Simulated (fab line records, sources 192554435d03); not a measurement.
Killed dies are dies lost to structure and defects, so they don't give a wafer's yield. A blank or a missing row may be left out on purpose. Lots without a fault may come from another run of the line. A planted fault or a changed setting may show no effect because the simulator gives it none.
Which tool did it? | flow n5_finfet | 24 lots, 72 wafers sampled, at 3 steps of a route of 1938

WHAT THE GAUGES READ, wafer by wafer
N5_SDB_CD_MEAS_11: target cd 50 nm.
lot  | measured    | on        | cd_nm (nm)
L074 | day 3 19:22 | cd_sem-01 | 49.5 48.8 49.8
L075 | day 4 00:47 | cd_sem-01 | 49.0 49.6 50.3
L076 | day 4 05:33 | cd_sem-01 | 51.5 50.6 50.7
L077 | day 4 12:42 | cd_sem-02 | 49.0 48.7 49.5
L078 | day 4 18:43 | cd_sem-03 | 49.9 50.1 50.4
L079 | day 5 00:11 | cd_sem-01 | 51.7 50.2 49.9
L080 | day 5 04:43 | cd_sem-03 | 50.4 49.2 49.7
L081 | day 5 12:04 | cd_sem-01 | 50.4 50.8 50.8
L082 | day 5 19:28 | cd_sem-01 | 49.8 49.9 50.7
L083 | day 5 22:37 | cd_sem-02 | 49.9 48.8 50.7
L084 | day 6 07:15 | cd_sem-01 | 51.3 50.9 50.3
L085 | day 6 11:10 | cd_sem-01 | 50.1 49.9 50.2
L086 | day 6 21:52 | cd_sem-01 | 49.9 50.9 51.2
L087 | day 6 22:22 | cd_sem-02 | 50.0 49.8 50.7
L088 | day 7 09:00 | cd_sem-02 | 48.2 47.9 47.9
L089 | day 7 10:29 | cd_sem-03 | 50.8 48.8 49.4
L090 | day 7 18:38 | cd_sem-03 | 49.9 50.1 50.6
L091 | day 8 00:47 | cd_sem-03 | 50.4 49.5 50.2
L092 | day 8 04:37 | cd_sem-03 | 49.5 49.9 48.2
L093 | day 8 13:13 | cd_sem-03 | 50.3 49.5 50.6
L094 | day 8 19:56 | cd_sem-03 | 50.1 51.1 50.6
L095 | day 8 23:24 | cd_sem-03 | 49.2 49.2 49.4
L096 | day 9 04:59 | cd_sem-01 | 50.0 49.7 50.0
L097 | day 9 16:01 | cd_sem-01 | 48.7 48.3 48.5

N5_SDB_THK_MEAS_31.
lot  | measured    | on            | SDB_THK (nm)
L074 | day 3 23:25 | film_metro-01 | 65.2 63.7 65.2
L075 | day 4 04:43 | film_metro-02 | 65.8 64.4 64.1
L076 | day 4 09:28 | film_metro-02 | 65.3 63.5 64.5
L077 | day 4 16:54 | film_metro-01 | 64.3 64.1 63.8
L078 | day 4 23:05 | film_metro-01 | 65.8 64.5 64.9
L079 | day 5 04:06 | film_metro-01 | 64.2 65.6 64.2
L080 | day 5 08:53 | film_metro-02 | 64.4 63.3 63.3
L081 | day 5 15:59 | film_metro-01 | 65.5 65.2 64.6
L082 | day 5 23:43 | film_metro-01 | 62.2 63.3 63.4
L083 | day 6 02:31 | film_metro-02 | 64.2 63.4 63.9
L084 | day 6 11:47 | film_metro-01 | 64.7 64.8 63.7
L085 | day 6 15:43 | film_metro-02 | 62.7 63.8 64.0
L086 | day 7 01:49 | film_metro-02 | 65.5 65.8 65.0
L087 | day 7 02:36 | film_metro-01 | 63.5 63.0 63.4
L088 | day 7 13:11 | film_metro-02 | 65.2 66.0 64.7
L089 | day 7 14:23 | film_metro-02 | 62.9 61.9 63.7
L090 | day 7 23:16 | film_metro-02 | 63.0 65.1 64.7
L091 | day 8 04:44 | film_metro-01 | 65.0 65.7 65.7
L092 | day 8 08:40 | film_metro-01 | 64.2 64.1 63.6
L093 | day 8 17:13 | film_metro-02 | 64.6 63.9 64.3
L094 | day 8 23:55 | film_metro-01 | 63.9 63.3 64.6
L095 | day 9 03:39 | film_metro-01 | 64.0 63.6 64.5
L096 | day 9 08:55 | film_metro-01 | 65.6 63.6 63.9
L097 | day 9 19:56 | film_metro-02 | 65.0 63.6 63.1

WHICH TOOL RAN EACH LOT (tool, then ch and the chambers of the sampled wafers, then the start)
lot  | N5_SDB_STRIP_21
L074 | rie_diel-04 ch 1,2,3, day 3 19:40
L075 | rie_diel-04 ch 0,2, day 4 01:05
L076 | rie_diel-05 ch 0,1, day 4 05:50
L077 | rie_diel-02 ch 0,1, day 4 13:14
L078 | rie_diel-02 ch 1,3, day 4 19:20
L079 | rie_diel-02 ch 0,1,2, day 5 00:29
L080 | rie_diel-04 ch 0,1, day 5 05:01
L081 | rie_diel-04 ch 0,1, day 5 12:22
L082 | rie_diel-05 ch 1,2,3, day 5 19:46
L083 | rie_diel-05 ch 1,2, day 5 22:55
L084 | rie_diel-04 ch 0,1,3, day 6 07:43
L085 | rie_diel-05 ch 1,3, day 6 11:43
L086 | rie_diel-02 ch 0,3, day 6 22:09
L087 | rie_diel-05 ch 0,3, day 6 22:40
L088 | rie_diel-05 ch 1,3, day 7 09:17
L089 | rie_diel-04 ch 1,2, day 7 10:47
L090 | rie_diel-04 ch 1,2,3, day 7 19:37
L091 | rie_diel-04 ch 2,3, day 8 01:08
L092 | rie_diel-05 ch 0,3, day 8 04:58
L093 | rie_diel-05 ch 0,1,3, day 8 13:31
L094 | rie_diel-02 ch 1,2,3, day 8 20:14
L095 | rie_diel-02 ch 2,3, day 8 23:41
L096 | rie_diel-04 ch 0,3, day 9 05:17
L097 | rie_diel-04 ch 0,3, day 9 16:19
- N5_SDB_STRIP_21: strips in CF4.

WHAT THE TOOLS THEMSELVES READ (means of the sampled wafers that have a number; where no wafer has one, the mark that the record gives instead)
N5_SDB_STRIP_21.
lot  | tool        | cf4_flow_sccm (sccm) | drypump_motor_current_A (A) | oes_product_au (a.u.) | rf_vpp_V (V) | showerhead_plenum_p_Torr (Torr) | throttle_valve_pct (%)
L074 | rie_diel-04 | 150.3                | 5.6                         | 0.90                  | 271.3        | 1.80                            | 13.33
L075 | rie_diel-04 | 150.2                | 5.3                         | 0.80                  | 269.8        | 1.75                            | 13.46
L076 | rie_diel-05 | 150.0                | 5.8                         | 0.84                  | 272.5        | 1.86                            | 13.39
L077 | rie_diel-02 | 150.2                | 6.5                         | 0.72                  | 269.9        | 1.72                            | 13.53
L078 | rie_diel-02 | 149.6                | 5.5                         | 0.81                  | 270.9        | 1.79                            | 13.45
L079 | rie_diel-02 | 149.7                | 6.1                         | 0.79                  | 271.7        | 1.78                            | 13.53
L080 | rie_diel-04 | 149.7                | 5.3                         | 0.76                  | 269.8        | 1.72                            | 13.63
L081 | rie_diel-04 | 149.5                | 5.3                         | 0.76                  | 269.7        | 1.72                            | 13.63
L082 | rie_diel-05 | 150.0                | 5.8                         | 0.83                  | 269.9        | 1.79                            | 13.51
L083 | rie_diel-05 | 150.1                | 5.9                         | 0.80                  | 271.4        | 1.81                            | 13.35
L084 | rie_diel-04 | 150.1                | 5.3                         | 0.80                  | 270.8        | 1.76                            | 13.57
L085 | rie_diel-05 | 150.0                | 5.8                         | 0.87                  | 271.6        | 1.81                            | 13.31
L086 | rie_diel-02 | 150.2                | 5.8                         | 0.78                  | 271.0        | 1.78                            | 13.43
L087 | rie_diel-05 | 150.2                | 5.7                         | 0.87                  | 270.7        | 1.80                            | 13.62
L088 | rie_diel-05 | 149.9                | 5.8                         | 0.87                  | 271.4        | 1.78                            | 13.48
L089 | rie_diel-04 | 150.1                | 5.9                         | 0.86                  | 271.3        | 1.79                            | 13.27
L090 | rie_diel-04 | 150.2                | 5.6                         | 0.85                  | 270.6        | 1.79                            | 13.41
L091 | rie_diel-04 | 150.4                | 5.7                         | 0.87                  | 271.5        | 1.82                            | 13.26
L092 | rie_diel-05 | 149.1                | 5.7                         | 0.85                  | 271.2        | 1.79                            | 13.64
L093 | rie_diel-05 | 150.3                | 5.8                         | 0.82                  | 271.5        | 1.82                            | 13.49
L094 | rie_diel-02 | 149.8                | 5.6                         | 0.80                  | 272.3        | 1.81                            | 13.56
L095 | rie_diel-02 | 149.9                | 5.5                         | 0.86                  | 273.9        | 1.87                            | 13.50
L096 | rie_diel-04 | 149.8                | 5.0                         | 0.78                  | 270.5        | 1.78                            | 13.61
L097 | rie_diel-04 | 150.3                | 5.0                         | 0.74                  | 269.9        | 1.74                            | 13.68

THE ANSWER, worked out from the rows above alone
Rule: what is usual is taken from the lots themselves. Put in order of their means at a reading, lots are off if they are a third of the lots or fewer, leave a main group of 4 or more, and stand apart from it by a gap of 3 or more times the standard deviation of the main group's means; of several such gaps the widest counts. A main group whose means are all the same, to the digits that the tables above print for the reading, isn't used. A lot without any number at a reading at which 4 lots or more have one is off too. The other lots that the step has rows for count as sound. The gauges are gone through in route order, then the tools' own readings, and for those a lot's mean is taken as printed above. The first step at which some lot is off is used, and at that step the reading that is off furthest; a lot without a number counts as furthest.
No lot is off at any reading shown: from this, nothing can be told.

WHAT THE SIMULATOR HAD PUT IN
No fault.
